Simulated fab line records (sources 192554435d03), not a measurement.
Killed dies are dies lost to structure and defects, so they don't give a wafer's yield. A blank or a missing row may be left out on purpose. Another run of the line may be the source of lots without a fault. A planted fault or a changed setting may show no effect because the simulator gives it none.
fab line records	flow n5_finfet
[record] lots = 11	wafers = 31	last_day = 17
route steps=1938 shown BEOL_M7@1285 PASSIVATION@1936
lots with no fault: from the same line, run without faults
start_h: hours from the record's first day to the start of the lot's first wafer shown	wait_h: hours from the lot's prior step to this one	" repeats the value in the row above	L1.1+2: a row that stands for several wafers	- no value present, or no start provided	* or withheld: withheld	< > ~ a bound
route shown NAME@n: NAME is a module with steps in the file, n the number in the route of the first one	usual: mean/standard deviation taken from wafers without a fault	same: alike in all rows	chamber/n: place in a boat	sites: readings site by site	_std_site: the standard deviation of these	_edge_site: the outer-site mean with the inner-site mean subtracted	radius_mm: how far each site lies from the wafer's centre	mask NAME#n: copy n	behind: tool/chamber where the wafer was last shaped	hold: cause of the lot's hold/its duration in hours/its outcome	device: the transistor (n, p or np) that didn't switch	end of line: the route-end tests of the same wafers	a step with no rows: only its recipe	killed: the dies lost at the first sort to structure and to defects; this is not the yield of the wafer	map: a wafer's dies, marking killed ones x, the rest . and places with no die _
set.NAME: the run value of the setting; set.NAME@STEP: its run value at that earlier step	model.NAME: the simulator's own value behind a step, which no gauge read
one table for each step of the route and one row for each wafer, over a sample of lots
services: a tool's chamber out of use, with start hour (start_h, from the record's first day; less than 0 if before it), hours out, and reason
[[steps]]
[step N5_BEOL_M7_STRIP_19]
[recipe] chemistry = O2	power_w = 400	temp_c = 40	pressure_mtorr = 30	rf_frequency_hz = 6e+07	bias_power_w = 0	overash_fraction = 0.2	o2_flow_sccm = 225
[usual] drypump_motor_current_A = 5.6/0.54	oes_product_au = 0.80/0.11	rf_vpp_V = 3.6/0.61	showerhead_plenum_p_Torr = 2.08/0.075	throttle_valve_pct = 16.66/0.23
lot.wafer	tool	chamber	start_h	wait_h	drypump_motor_current_A	oes_product_au	rf_hours_counter_h	rf_vpp_V	showerhead_plenum_p_Torr	throttle_valve_pct
L388.4	rie_diel-04	3	178.58	0.1	6.1	0.77	126	4.0	2.03	16.72
L388.5	"	1	"	"	5.0	0.71	-	3.2	2.01	16.69
L388.6	"	2	"	"	6.3	0.70	-	2.7	2.08	16.97
L389.2	rie_diel-04	2	194.82	0.1	6.3	0.70	223	4.0	2.08	16.99
L389.3	"	1	"	"	5.0	0.71	171	3.6	2.01	16.69
L389.4	"	3	"	"	6.1	0.77	131	3.3	2.03	16.72
L390.1	rie_diel-05	0	199.79	0.1	5.5	0.88	51	3.7	2.12	16.11
L390.3	"	2	"	"	5.7	0.65	245	3.9	2.15	16.47
L390.4	"	0	"	"	5.5	0.88	-	3.5	2.12	16.10
L393.2	rie_diel-05	0	218.43	0.1	5.5	0.88	58	3.6	2.12	16.14
L393.3	"	2	"	"	5.7	0.66	251	3.8	2.15	16.48
L393.5	"	2	"	"	5.7	0.65	-	4.0	2.15	16.49
L396.1	rie_diel-03	3	242.40	0.2	5.4	0.91	20	4.4	2.06	16.58
L396.4	"	0	"	"	5.7	0.95	7	2.9	2.07	16.53
L396.6	"	3	"	"	5.5	0.92	-	3.5	2.06	16.59
L398.1	rie_diel-03	0	245.89	0.1	5.6	0.93	9	4.0	2.07	16.55
L398.2	"	1	"	"	4.9	0.83	69	4.5	2.20	16.84
L398.4	"	3	"	"	5.4	0.92	-	3.8	2.06	16.58
L399.5	rie_diel-04	2	248.95	0.0	6.3	0.68	-	2.5	2.07	17.03
L399.6	"	1	"	"	5.0	0.70	-	3.8	2.00	16.72
L400.1	rie_diel-05	1	269.94	0.2	5.8	0.96	9	3.6	2.24	16.24
L400.3	"	3	"	"	5.0	0.90	23	4.9	2.03	15.92
L400.4	"	0	"	"	5.5	0.85	77	4.2	2.12	16.17
L404.3	rie_diel-03	3	292.62	0.1	5.5	0.91	33	3.8	2.06	16.61
L404.5	"	3	"	"	5.5	0.91	-	3.2	2.06	16.64
L404.6	"	2	"	"	6.6	0.75	-	4.1	2.18	16.76
L406.1	rie_diel-03	2	298.17	0.1	6.6	0.73	189	4.5	2.18	16.75
L406.3	"	1	"	"	4.9	0.83	79	4.2	2.20	16.88
L406.6	"	3	"	"	5.4	0.90	-	3.9	2.06	16.63
L409.1	rie_diel-03	3	321.53	0.1	5.4	0.89	42	3.5	2.05	16.64
L409.5	"	0	"	"	5.6	0.90	-	4.2	2.06	16.56
[step N5_BEOL_M7_CD_MEAS_28]
[recipe] target_cd_nm = 40	landing_energy_ev = 500	detector = se_inlens
[usual] cd_nm = 39.99/0.21
lot.wafer	tool	chamber	start_h	wait_h	cd_nm
L388.4	cd_sem-02	0	178.96	-	39.91
L388.5	"	0	"	"	40.46
L388.6	"	0	"	"	40.13
L389.2	cd_sem-03	0	195.20	-	39.78
L389.3	"	0	"	"	40.08
L389.4	"	0	"	"	40.10
L390.1	cd_sem-02	0	203.55	-	39.92
L390.3	"	0	"	"	39.78
L390.4	"	0	"	"	40.45
L393.2	cd_sem-02	0	219.22	-	40.08
L393.3	"	0	"	"	40.06
L393.5	"	0	"	"	40.10
L396.1	cd_sem-01	0	242.90	-	40.17
L396.4	"	0	"	"	40.04
L396.6	"	0	"	"	40.07
L398.1	cd_sem-01	0	246.86	-	40.09
L398.2	"	0	"	"	40.05
L398.4	"	0	"	"	40.27
L399.5	cd_sem-01	0	249.91	-	40.12
L399.6	"	0	"	"	40.02
L400.1	cd_sem-01	0	272.27	-	40.22
L400.3	"	0	"	"	39.72
L400.4	"	0	"	"	39.92
L404.3	cd_sem-01	0	293.15	-	40.01
L404.5	"	0	"	"	40.26
L404.6	"	0	"	"	39.97
L406.1	cd_sem-03	0	299.68	-	40.27
L406.3	"	0	"	"	39.94
L406.6	"	0	"	"	39.77
L409.1	cd_sem-02	0	323.23	-	40.03
L409.5	"	0	"	"	40.27
[step N5_BEOL_M7_ALD_77]
[recipe] material = TaN	target_thk_a = 20	temp_c = 275	ald_precursor_family = PDMAT	ald_co_reactant = NH3	pressure_torr = 3	carrier_flow_sccm = 1500	pulse_time_s = 2	purge_time_s = 3	co_reactant_purge_time_s = 2	co_reactant_pulse_time_s = 3	ald_cycles = 40	precursor_vessel_temp_c = 75	precursor_vessel_pressure_torr = 26.25	precursor_vessel_carrier_sccm = 1000
[usual] ald_cycles = 40/0	heater_power_w = 434/32	precursor_vessel_pressure_torr = 26.25/0.057
lot.wafer	tool	chamber	start_h	wait_h	ald_cycles	heater_power_w	precursor_vessel_pressure_torr
L388.4	ald_metal-02	3	180.58	0.2	40	425	26.31
L388.5	"	2	"	"	40	444	26.25
L388.6	"	3	"	"	40	420	26.28
L389.2	ald_metal-02	3	198.81	0.1	40	424	26.25
L389.3	"	0	"	"	40	427	26.30
L389.4	"	1	"	"	40	445	26.17
L390.1	ald_metal-04	1	205.33	0.2	40	370	26.16
L390.3	"	3	"	"	40	412	26.26
L390.4	"	2	"	"	40	520	26.21
L393.2	ald_metal-04	1	220.48	0.1	40	368	26.32
L393.3	"	3	"	"	40	398	26.23
L393.5	"	2	"	"	40	511	26.31
L396.1	ald_metal-01	0	244.49	0.0	40	400	26.16
L396.4	"	3	"	"	40	444	26.24
L396.6	"	0	"	"	40	394	26.26
L398.1	ald_metal-02	0	248.12	0.0	40	435	26.28
L398.2	"	1	"	"	40	444	26.31
L398.4	"	3	"	"	40	427	26.33
L399.5	ald_metal-02	3	251.97	0.3	40	423	26.21
L399.6	"	0	"	"	40	426	26.19
L400.1	ald_metal-04	1	273.86	0.0	40	387	26.27
L400.3	"	2	"	"	40	524	26.25
L400.4	"	0	"	"	40	497	26.39
L404.3	ald_metal-02	2	294.35	0.0	44	444	26.15
L404.5	"	2	"	"	40	455	26.31
L404.6	"	0	"	"	40	438	26.23
L406.1	ald_metal-02	2	301.59	0.0	40	447	26.21
L406.3	"	3	"	"	44	425	26.25
L406.6	"	1	"	"	40	445	26.28
L409.1	ald_metal-01	2	324.93	0.3	40	463	26.27
L409.5	"	0	"	"	40	403	26.24
[step N5_BEOL_M7_SPUTTER_48]
[recipe] material = Cu	target_thk_a = 100	temp_c = -20	bias_v = 60	power_w = 26000	chamber_pressure_pa = 0.13	time_s = 1.667
[usual] chuck_gas_flow_sccm = 1.26/0.056	throttle_valve_pct = 29.5/1.2
lot.wafer	tool	chamber	start_h	wait_h	chuck_gas_flow_sccm	throttle_valve_pct
L388.4	pvd_sputter-03	-	181.06	0.0	1.32	31.2
L388.5	"	-	"	"	1.32	31.9
L388.6	"	-	"	"	1.15	29.2
L389.2	pvd_sputter-03	-	199.39	0.1	1.20	29.0
L389.3	"	-	"	"	1.15	32.1
L389.4	"	-	"	"	1.20	29.5
L390.1	pvd_sputter-01	-	206.37	0.3	1.26	30.6
L390.3	"	-	"	"	1.30	28.2
L390.4	"	-	"	"	1.27	27.4
L393.2	pvd_sputter-01	-	221.49	0.4	1.26	28.1
L393.3	"	-	"	"	1.26	27.4
L393.5	"	-	"	"	1.20	27.5
L396.1	pvd_sputter-02	-	244.96	0.1	1.21	30.0
L396.4	"	-	"	"	1.17	30.1
L396.6	"	-	"	"	1.27	28.7
L398.1	pvd_sputter-02	-	248.65	0.1	1.23	30.1
L398.2	"	-	"	"	1.25	30.1
L398.4	"	-	"	"	1.18	29.7
L399.5	pvd_sputter-03	-	254.04	1.5	1.22	31.7
L399.6	"	-	"	"	1.36	31.1
L400.1	pvd_sputter-02	-	275.90	0.1	1.30	29.5
L400.3	"	-	"	"	1.25	29.9
L400.4	"	-	"	"	1.28	29.9
L404.3	pvd_sputter-03	-	294.89	0.1	1.25	30.9
L404.5	"	-	"	"	1.18	29.5
L404.6	"	-	"	"	1.19	29.7
L406.1	pvd_sputter-01	-	302.46	0.1	1.33	30.0
L406.3	"	-	"	"	1.33	27.9
L406.6	"	-	"	"	1.28	28.1
L409.1	pvd_sputter-02	-	325.72	0.2	1.19	29.8
L409.5	"	-	"	"	1.28	28.8
[step N5_PASSIVATION_PROBE_49]
[usual] defect_limited_yield = 91.5/1.6	killed_at_M0_to_M3 = 33/10	killed_at_M4_up = 13/5.6	killed_at_contacts = 13/6	killed_at_front_end = 39/12	killed_at_other = 3.0/2.8	killed_dies = 101/19	killed_open = 65/13	killed_short = 32/8.3	sort_bin_5_function = 5.0/1	sort_bin_6_memory = 3.1/0.69	sort_n_pass = 1079/19	sort_yield_pct = 91.5/1.6
[same] gross_dies = 1180	killed_at_back_side = 0	sort_bin_4_leakage[%] = 0	sort_bin_8_speed[%] = 0
lot.wafer	tool	chamber	start_h	wait_h	defect_limited_yield[%]	killed_at_M0_to_M3	killed_at_M4_up	killed_at_contacts	killed_at_front_end	killed_at_other	killed_dies	killed_open	killed_short	sort_bin_5_function[%]	sort_bin_6_memory[%]	sort_n_pass	sort_yield_pct[%]
L393.2	prober-01	-	308.35	0.1	94.2	25	9	8	27	0	69	50	16	3.1	2.8	1111	94.2
L393.3	prober-01	-	308.40	0.1	90.3	42	10	16	44	3	115	81	32	5.3	3.9	1065	90.3
L393.5	prober-01	-	308.50	0.2	91.7	41	16	10	29	2	98	55	41	5.1	3.1	1082	91.7
L399.5	prober-02	-	338.58	0.2	90.8	46	15	6	39	3	109	64	38	5.0	3.2	1071	90.8
L399.6	prober-02	-	338.63	0.3	90.9	22	23	5	54	3	107	72	27	4.7	3.7	1073	90.9
L404.3	prober-02	-	363.93	0.1	92.4	30	10	6	42	2	90	67	23	4.1	3.2	1090	92.4
L404.6	prober-02	-	364.08	0.3	89.2	37	10	17	61	3	128	79	47	7.0	3.6	1052	89.2
L406.3	prober-01	-	376.99	0.1	93.1	18	9	17	36	1	81	51	19	3.8	2.0	1099	93.1
L409.1	prober-01	-	397.93	0.0	89.2	31	13	17	63	3	127	84	35	5.4	4.6	1053	89.2
L409.5	prober-01	-	398.13	0.2	89.0	30	9	26	60	5	130	80	39	6.8	3.3	1050	89.0
// killed by level:class
L393.2 FIN_SAQP:geometric_particle:open=11 MOL_CONTACT_COAG:geometric_particle:open=8 BEOL_M2:geometric_particle:open=8 FIN_SAQP:geometric_particle:short=6 BEOL_M0_SAQP:geometric_particle:open=6 STI_FIN_REVEAL:geometric_particle:open=5 BEOL_M4:geometric_particle:open=4 BEOL_M2:geometric_particle:short=3
L393.3 MOL_CONTACT_COAG:geometric_particle:open=13 FIN_SAQP:geometric_particle:open=12 BEOL_M2:geometric_particle:open=8 BEOL_M1:geometric_particle:open=8 BEOL_M0_SAQP:geometric_particle:short=6 BEOL_M3:geometric_particle:open=6 FIN_SAQP:geometric_particle:short=5 STI_FIN_REVEAL:geometric_particle:open=5
L393.5 FIN_SAQP:geometric_particle:short=11 FIN_SAQP:geometric_particle:open=7 BEOL_M0_SAQP:geometric_particle:short=7 BEOL_M2:geometric_particle:open=7 MOL_CONTACT_COAG:geometric_particle:open=6 BEOL_M0_SAQP:geometric_particle:open=6 BEOL_M0:geometric_particle:open=6 BEOL_M1:geometric_particle:open=5
L399.5 BEOL_M0_SAQP:geometric_particle:open=9 BEOL_M3:geometric_particle:open=8 BEOL_M4:geometric_particle:open=8 BEOL_M2:geometric_particle:open=7 HKMG_FIN:area_etch=6 BEOL_M1:geometric_particle:short=5 STI_FIN_REVEAL:geometric_particle:open=5 DUMMY_GATE:geometric_particle:open=5
L399.6 STI_FIN_REVEAL:geometric_particle:open=13 BEOL_M2:geometric_particle:open=10 BEOL_M4:geometric_particle:open=9 FIN_SAQP:geometric_particle:open=6 DUMMY_GATE:geometric_particle:open=6 MOL_CONTACT_COAG:geometric_particle:open=5 BEOL_M2:geometric_particle:short=5 HKMG_FIN:area_etch=5
L404.3 DUMMY_GATE:geometric_particle:open=13 FIN_SAQP:geometric_particle:open=8 STI_FIN_REVEAL:geometric_particle:open=7 BEOL_M0_SAQP:geometric_particle:open=7 BEOL_M3:geometric_particle:open=6 BEOL_M2:geometric_particle:open=5 MOL_CONTACT_COAG:geometric_particle:open=5 BEOL_M0_SAQP:geometric_particle:short=5
L404.6 FIN_SAQP:geometric_particle:open=14 MOL_CONTACT_COAG:geometric_particle:open=13 STI_FIN_REVEAL:geometric_particle:open=12 BEOL_M1:geometric_particle:short=9 DUMMY_GATE:geometric_particle:open=7 BEOL_M0_SAQP:geometric_particle:short=7 FIN_SAQP:geometric_particle:short=6 BEOL_M3:geometric_particle:open=6
L406.3 MOL_CONTACT_COAG:geometric_particle:open=14 HKMG_FIN:area_etch=10 BEOL_M2:geometric_particle:open=7 BEOL_M3:geometric_particle:open=5 BEOL_M4:geometric_particle:open=5 DUMMY_GATE:geometric_particle:open=4 BEOL_M0_SAQP:geometric_particle:open=4 FIN_SAQP:geometric_particle:open=3
L409.1 STI_FIN_REVEAL:geometric_particle:open=19 MOL_CONTACT_COAG:geometric_particle:open=14 FIN_SAQP:geometric_particle:open=12 BEOL_M0_SAQP:geometric_particle:open=11 BEOL_M0_SAQP:geometric_particle:short=9 FIN_SAQP:geometric_particle:short=9 BEOL_M5:geometric_particle:open=6 HKMG_FIN:area_etch=6
L409.5 MOL_CONTACT_COAG:geometric_particle:open=21 STI_FIN_REVEAL:geometric_particle:open=16 GATE_CUT:geometric_particle:short=13 BEOL_M0_SAQP:geometric_particle:open=13 FIN_SAQP:geometric_particle:short=6 HKMG_FIN:area_etch=6 FIN_SAQP:geometric_particle:open=5 BEOL_M0_SAQP:geometric_particle:short=5
[[services]]
tool	chamber	start_h	hours	kind
ald_metal-04	-	155.08	0.4	repair
ald_metal-04	0	161.23	1.7	repair
rie_diel-03	3	162.99	-	clean
rie_diel-03	3	162.99	-	consumable_replace:focus_ring
rie_diel-03	3	162.99	17.8	scheduled_down
rie_diel-03	3	162.99	17.8	vent_cycle
rie_diel-05	3	180.01	-	clean
rie_diel-05	3	180.01	-	consumable_replace:focus_ring
rie_diel-05	3	180.01	23.3	scheduled_down
rie_diel-05	3	180.01	23.3	vent_cycle
rie_diel-04	1	183.48	4.8	repair
ald_metal-04	-	186.50	2.2	repair
rie_diel-03	0	193.33	-	clean
rie_diel-03	0	193.33	-	consumable_replace:focus_ring
rie_diel-03	0	193.33	26.6	scheduled_down
rie_diel-03	0	193.33	26.6	vent_cycle
ald_metal-04	0	209.91	37.6	repair
rie_diel-05	1	212.43	-	clean
rie_diel-05	1	212.43	-	consumable_replace:focus_ring
rie_diel-05	1	212.43	-	consumable_replace:showerhead
ald_metal-02	-	268.64	1.9	repair
ald_metal-04	-	285.36	1.2	repair
ald_metal-04	2	290.58	8.0	repair
ald_metal-02	1	290.69	7.6	repair
[[key]]
[first_sign] step = N5_BEOL_M7_ALD_77	reading = ald_cycles	direction = up	sigmas = 99+	usual = *	struck = *
effect none on later readings
met_at N5_BEOL_M7_ALD_77
struck_lots L404,L406
struck_wafers L404.3,L406.3
[baseline_loss] step = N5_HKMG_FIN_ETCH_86	wafers = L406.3
not_acting_at N5_BEOL_M7_STRIP_19,N5_BEOL_M7_CD_MEAS_28,N5_BEOL_M7_SPUTTER_48
onset_between 251.97 294.35
[fault] kind = process_parameter_drift	tool = ald_metal-02	chamber = -	onset_h = 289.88	steps = N5_BEOL_M7_ALD_77	channel = ald_cycles	offset = *	shape = step	end_h = 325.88	scope = struck_wafers_only	acts_in = *	stated = *
// baseline_loss: these wafers lose ten dies or more at that step, a loss of the line's own and not of a fault; the sort's usual values leave them out
